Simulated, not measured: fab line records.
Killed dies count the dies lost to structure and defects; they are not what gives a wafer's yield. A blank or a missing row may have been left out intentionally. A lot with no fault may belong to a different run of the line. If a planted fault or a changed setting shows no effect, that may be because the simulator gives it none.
Matching of chambers || flow n5Finfet || rieSi-06 running N5_FIN_SAQP_MANDREL_ETCH_58: 4 sister chambers
The step etches a-Si in HBr/Cl2, stops on SiNx, target depth 45 nm, bt time 10 s, time 27 s. 14 wafers are shown with their chamber, then 7 later ones without.

== WAFERS PAIRED WITH THEIR CHAMBERS ==
{"wafer": "L077.1", "chamber": 3, "throttleValvePct (%)": 35.66, "drypumpMotorCurrentA (A)": 5.3, "rfFwdPowerW (W)": 799}
{"wafer": "L077.2", "chamber": 1, "throttleValvePct (%)": 35.10, "drypumpMotorCurrentA (A)": 4.9, "rfFwdPowerW (W)": 791}
{"wafer": "L077.3", "chamber": 0, "throttleValvePct (%)": 35.65, "drypumpMotorCurrentA (A)": 5.5, "rfFwdPowerW (W)": 790}
{"wafer": "L078.2", "chamber": 3, "throttleValvePct (%)": 35.69, "drypumpMotorCurrentA (A)": 5.3, "rfFwdPowerW (W)": 800}
{"wafer": "L078.3", "chamber": 1, "throttleValvePct (%)": 35.10, "drypumpMotorCurrentA (A)": 4.9, "rfFwdPowerW (W)": 796}
{"wafer": "L078.6", "chamber": 0, "throttleValvePct (%)": 35.64, "drypumpMotorCurrentA (A)": 5.5, "rfFwdPowerW (W)": 794}
{"wafer": "L079.1", "chamber": 0, "throttleValvePct (%)": 35.66, "drypumpMotorCurrentA (A)": 5.5, "rfFwdPowerW (W)": 796}
{"wafer": "L079.4", "chamber": 1, "throttleValvePct (%)": 35.09, "drypumpMotorCurrentA (A)": 4.9, "rfFwdPowerW (W)": 796}
{"wafer": "L079.5", "chamber": 2, "throttleValvePct (%)": 35.62, "drypumpMotorCurrentA (A)": 4.9, "rfFwdPowerW (W)": 799}
{"wafer": "L080.2", "chamber": 1, "throttleValvePct (%)": 35.09, "drypumpMotorCurrentA (A)": 4.9, "rfFwdPowerW (W)": 796}
{"wafer": "L080.3", "chamber": 3, "throttleValvePct (%)": 35.68, "drypumpMotorCurrentA (A)": 5.3, "rfFwdPowerW (W)": 805}
{"wafer": "L080.6", "chamber": 3, "throttleValvePct (%)": 35.67, "drypumpMotorCurrentA (A)": 5.3, "rfFwdPowerW (W)": 801}
{"wafer": "L081.1", "chamber": 0, "throttleValvePct (%)": 35.65, "drypumpMotorCurrentA (A)": 5.5, "rfFwdPowerW (W)": 796}
{"wafer": "L081.3", "chamber": 3, "throttleValvePct (%)": 35.71, "drypumpMotorCurrentA (A)": 5.2, "rfFwdPowerW (W)": 794}

SIGNATURES, as means of the wafers listed above
{"reading": "throttleValvePct", "chamber 0": 35.6500, "chamber 1": 35.0950, "chamber 2": 35.6200, "chamber 3": 35.6820, "scatter within a chamber": 0.0133}
{"reading": "drypumpMotorCurrentA", "chamber 0": 5.500, "chamber 1": 4.900, "chamber 2": 4.900, "chamber 3": 5.280, "scatter within a chamber": 0.0283}
{"reading": "rfFwdPowerW", "chamber 0": 794.00, "chamber 1": 794.75, "chamber 2": 799.00, "chamber 3": 799.80, "scatter within a chamber": 3.25}
Rule: distance of a wafer from a chamber = root of the sum over the readings of ((wafer's reading minus chamber's mean) / reading's scatter) squared. If the next closest chamber is less than 2 further off than the closest, the wafer can't be placed; otherwise it belongs to the closest. The scatter: the root of (the sum of the squares of (reading less its chamber's mean) over the shown wafers, divided by (wafers less chambers)).

== WAFERS WHOSE CHAMBER IS MISSING ==
{"wafer": "L081.6", "throttleValvePct (%)": 35.68, "drypumpMotorCurrentA (A)": 5.3, "rfFwdPowerW (W)": 794}
{"wafer": "L082.2", "throttleValvePct (%)": 35.68, "drypumpMotorCurrentA (A)": 5.3, "rfFwdPowerW (W)": 802}
{"wafer": "L082.3", "throttleValvePct (%)": 35.10, "drypumpMotorCurrentA (A)": 4.9, "rfFwdPowerW (W)": 795}
{"wafer": "L082.5", "throttleValvePct (%)": 35.66, "drypumpMotorCurrentA (A)": 5.3, "rfFwdPowerW (W)": 799}
{"wafer": "L091.2", "throttleValvePct (%)": 35.09, "drypumpMotorCurrentA (A)": 5.0, "rfFwdPowerW (W)": 795}
{"wafer": "L091.3", "throttleValvePct (%)": 34.98, "drypumpMotorCurrentA (A)": 4.9, "rfFwdPowerW (W)": 791}
{"wafer": "L091.6", "throttleValvePct (%)": 35.65, "drypumpMotorCurrentA (A)": 5.5, "rfFwdPowerW (W)": 796}

== CHAMBER TAKEN BY EACH ==
{"wafer": "L081.6", "from the rows above": 3, "in truth": 3}
{"wafer": "L082.2", "from the rows above": 3, "in truth": 3}
{"wafer": "L082.3", "from the rows above": 1, "in truth": 1}
{"wafer": "L082.5", "from the rows above": 3, "in truth": 3}
{"wafer": "L091.2", "from the rows above": 1, "in truth": 1}
{"wafer": "L091.3", "from the rows above": 1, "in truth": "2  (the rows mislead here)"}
{"wafer": "L091.6", "from the rows above": 0, "in truth": 0}
Correct placement for 6 of the 7. Number that these rows cannot place: 0. Wrongly placed: 1.
